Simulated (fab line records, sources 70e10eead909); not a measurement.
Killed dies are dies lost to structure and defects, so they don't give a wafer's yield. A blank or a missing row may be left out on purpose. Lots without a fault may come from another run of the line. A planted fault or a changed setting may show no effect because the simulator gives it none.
A struck lot beside a sound one | flow nand_harc | 29 steps out of a route of 1159
Sound: wafers L597.2, L597.5, L597.6. Struck: wafer L615.3. (L615.1, L615.6 of the same lot were not struck and are left out.) The cause comes at the end.
At each step with rows: each side's tool, then ch and its chambers, then its first start. Under that, the readings that differ: sound wafers | struck wafers | difference of the means | sigmas: that difference in standard deviations of wafers without a fault.
alike: readings whose means differ by less than 2 such deviations, and words and numbers that are the same on both sides. not compared: withheld readings, readings that some wafer has no value for, bounds like >300 that may hide the same value, and numbers for which the record gives no deviation and whose values overlap.
The two part at a step that has a row with sigmas, a row that says differs or no value, or rows on one side only. Numbers that don't overlap but have no deviation are shown without sigmas and don't part them. A reading that every wafer of one side lacks parts them only if that side has two wafers or more.

first, 6 steps without rows for these wafers: NHARC_P_GATE_RTA_64 (time 1 s); NHARC_P_GATE_ETCH_77 (etches SiO2 in dHF, target depth 6 nm); NHARC_P_GATE_DEGAS_109 (time 60 s); NHARC_P_GATE_PRE_CLEAN_110 (time 30 s); NHARC_P_GATE_SPUTTER_78 (material Ni, target thk 10 nm); NHARC_P_GATE_SPUTTER_79 (material TiN, target thk 10 nm).
NHARC_P_GATE_RTA_80: time 30 s.
  sound on rtp_anneal-02 ch 0, day 6 11:20; struck on rtp_anneal-01 ch 0, day 11 09:11
  alike: anneal_temp_c_max, lamp_power_pct, lamp_zone_1_pct, lamp_zone_2_pct, lamp_zone_5_pct, wafer_temp_C_max
then, 1 step without rows for these wafers: NHARC_P_GATE_STRIP_67 (strips in SPM, time 600 s).
NHARC_P_GATE_RTA_82: time 30 s.
  sound on rtp_anneal-01 ch 0, day 6 11:49; struck on rtp_anneal-02 ch 0, day 11 09:38
  alike: anneal_temp_c_max, lamp_power_pct, lamp_zone_1_pct, lamp_zone_2_pct, lamp_zone_5_pct, wafer_temp_C_max
NHARC_P_GATE_INSPECT_68:
  sound on defect_inspect-01, day 6 11:59; struck on defect_inspect-01, day 11 09:50
  alike: raw_defect_count
NHARC_P_CONTACT_DEP_30: deposits SiNx, target thk 30 nm.
  sound on pecvd-04 ch 0,1,2, day 6 12:05; struck on pecvd-02 ch 2, day 11 09:55
  alike: heater_power_w
NHARC_P_CONTACT_DEP_00: deposits SiO2, target thk 500 nm.
  sound on pecvd-04 ch 0,1,2; struck on pecvd-02 ch 2
  reading            | sound       | struck | difference | sigmas
  heater_power_w (W) | 396 597 446 | 758    | +278       | +3
  alike: throttle_valve_pct
NHARC_P_CONTACT_CMP_01: polishes SiO2, target thk 200 nm.
  sound on cmp-04 ch 2,3, day 6 12:47; struck on cmp-04 ch 0, day 11 10:38
  reading             | sound          | struck | difference | sigmas
  motor_current_A (A) | 11.2 11.3 12.1 | 14.2   | +2.7       | +2
then, 11 steps without rows for these wafers: NHARC_P_CONTACT_SRD_03; NHARC_P_CONTACT_DEHYDRATE_04 (time 120 s); NHARC_P_CONTACT_HMDS_05 (time 30 s); NHARC_P_CONTACT_COAT_33 (time 75 s); NHARC_P_CONTACT_COAT_34 (time 65 s); NHARC_P_CONTACT_COAT_06 (resist thk 90 nm); NHARC_P_CONTACT_SOFTBAKE_07 (time 55 s); NHARC_P_CONTACT_EBR_08; NHARC_P_CONTACT_EXPOSE_09 (exposes mask P CA, target cd 90 nm); NHARC_P_CONTACT_PEB_10 (peb time 65 s); NHARC_P_CONTACT_DEVELOP_11 (develop time 35 s).
NHARC_P_CONTACT_CD_MEAS_12: target cd 90 nm.
  sound on cd_sem-01 ch 0, day 6 13:36; struck on cd_sem-02 ch 0, day 11 11:27
  alike: cd_nm
NHARC_P_CONTACT_OVL_MEAS_13:
  sound on overlay-02, day 6 13:41; struck on overlay-01, day 11 11:32
  alike: overlay_x_nm, overlay_y_nm
NHARC_P_CONTACT_INSPECT_14:
  sound on defect_inspect-01, day 6 13:43; struck on defect_inspect-01, day 11 11:34
  reading          | sound | struck | difference | sigmas
  raw_defect_count | 4 2 1 | 992    | +990       | +99 or more
NHARC_P_CONTACT_DESCUM_17: chemistry O2, time 3 s.
  sound on rie_diel-03 ch 0,1,2, day 6 13:49; struck on rie_diel-03 ch 3, day 11 11:38
  alike: chamber_pressure_mTorr, drypump_motor_current_A, mfc_ar_sccm, oes_product_au, rf_vpp_V, showerhead_plenum_p_Torr, throttle_valve_pct
  not compared: rf_hours_counter_h
-- the record jumps here: 14 days lie between the struck wafers' starts before and after (it left off in module P_CONTACT and takes up again in module END, whose first step shown is number 1159 of the route) --
NHARC_END_SORT_01:
  sound on prober-01 ch 0, day 20 10:40; struck on prober-02 ch 0, day 25 20:31
  reading             | sound    | struck | difference | sigmas
  killed_at_periphery | 0 1 2    | 504    | +503       | +99 or more
  killed_dies         | 18 25 19 | 523    | +502       | +46
  alike: killed_at_array, killed_at_other, killed_open, killed_short

WHERE THEY PART
First at NHARC_P_CONTACT_DEP_00; last, within this record, at NHARC_END_SORT_01.

WHY: what the simulator had put in
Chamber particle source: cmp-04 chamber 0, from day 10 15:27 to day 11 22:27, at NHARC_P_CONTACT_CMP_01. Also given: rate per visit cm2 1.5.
